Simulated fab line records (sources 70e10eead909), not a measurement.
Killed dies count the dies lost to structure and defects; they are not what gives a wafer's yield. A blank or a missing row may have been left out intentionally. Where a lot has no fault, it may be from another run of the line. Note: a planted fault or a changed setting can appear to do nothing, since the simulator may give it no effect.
Code-filled problem report in 8D (eight disciplines) form	flow nand_harc	the parts of the form that need people (team, actions taken, sign-off) are left out

== 1. THE PROBLEM ==
cd_nm at NHARC_P_STI_CD_MEAS_09 reads a mean of 148 nm on 6 wafers of 2 lots; wafers without a fault read 200 nm with a standard deviation of 3.7. Relative to the usual mean, that is a shift of -14 standard deviations.
The step: target cd 200 nm.
The first sign was on wafer L167.1 at day 9 01:45, on cd_sem-02. The record has a number at this step for 33 wafers belonging to 11 lots. Rule for "out" (also "out of limits"): further than 4 standard deviations from the usual mean. Any other wafer with a number is counted as sound.

== 2. WHAT IT IS; WHAT IT IS NOT ==
question	is	is not
which readings at this step	cd_nm	-
which lots	L167, L172	L152, L154, L156, L158, L160, L168, L173, L174, L175
which wafers of those lots	all that have a number	-
read on which gauges	cd_sem-01, cd_sem-02	cd_sem-03
when	from day 9 01:45	up to then (15 sound wafers); but 12 sound wafers of L168, L173, L174, L175 came after

== 3. THE SUSPECTS, EACH WITH WHAT RULES IT OUT ==
Counting: any tool at a process step up to the reading is kept as a suspect provided that every lot that is out went through it and no sound lot did after the first of them.
- the gauge at NHARC_P_STI_CD_MEAS_09: ruled out. 2 gauges (cd_sem-01, cd_sem-02) read the wafers that are out.
- krf_scanner-03 at NHARC_P_STI_EXPOSE_06 (exposes mask P STI, target cd 200 nm): kept. It processed each lot that is out, first L167 at day 9 01:36, and no sound lot thereafter; up to then, the last sound lot it processed was L156 at day 4 10:32. Its own exposure_dose_mJ_cm2 readings are out on those wafers.
Left after counting: krf_scanner-03 at NHARC_P_STI_EXPOSE_06.

== 4. THE CAUSE (what the simulator had put in) ==
Process parameters drifting: krf_scanner-03 at NHARC_P_STI_EXPOSE_06, beginning at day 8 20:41. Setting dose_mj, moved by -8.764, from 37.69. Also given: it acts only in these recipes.
After counting, this tool was the only one left.

== 5. THE EFFECT CHAIN, in route order ==
Rows list readings where the struck wafers' mean (over those with a number) sits beyond 3 standard deviations from the usual. Only readings whose record carries a usual standard deviation are examined. hours: median over the lots of the time between each lot's start at the first step of this table that gives one and its start at this step. sigmas: the change, counted in usual standard deviations.
hours	step	reading	usual	on struck wafers	change	sigmas
0	NHARC_P_STI_EXPOSE_06	exposure_dose_mJ_cm2	37.69	29.80	-7.88	-99 or more
0	NHARC_P_STI_CD_MEAS_09	cd_nm	200 nm	148	-52	-14
1	NHARC_P_STI_OCD_MEAS_17	trench_foot_cd_nm	158 nm	106	-52	-14
515	NHARC_END_SORT_01	killed_at_periphery	4.7	594.3	+589.6	+99 or more
515	NHARC_END_SORT_01	killed_dies	58	657	+599	+35
Process steps it contains:
- NHARC_P_STI_EXPOSE_06: exposes mask P STI, target cd 200 nm.
At these later measuring or inspecting steps, every struck wafer for which the step has a row has a number for every such reading, and none has moved that far: NHARC_P_STI_OVL_MEAS_10, NHARC_P_STI_INSPECT_25.

== 6. WHAT WOULD HAVE CAUGHT IT SOONER ==
In this record the first reading out of limits at a measuring or inspecting step was taken at day 9 01:45, 5 hours after the fault began at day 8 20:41.
At NHARC_P_STI_EXPOSE_06, the tool's own readings (exposure_dose_mJ_cm2) were out on each struck wafer the step has a row for, so an alarm limit on them would have fired on the first such wafer.
Lots out: 2; of these, L172 started NHARC_P_STI_EXPOSE_06 on krf_scanner-03 after day 9 01:45. Holding the tool at that time would have saved it.
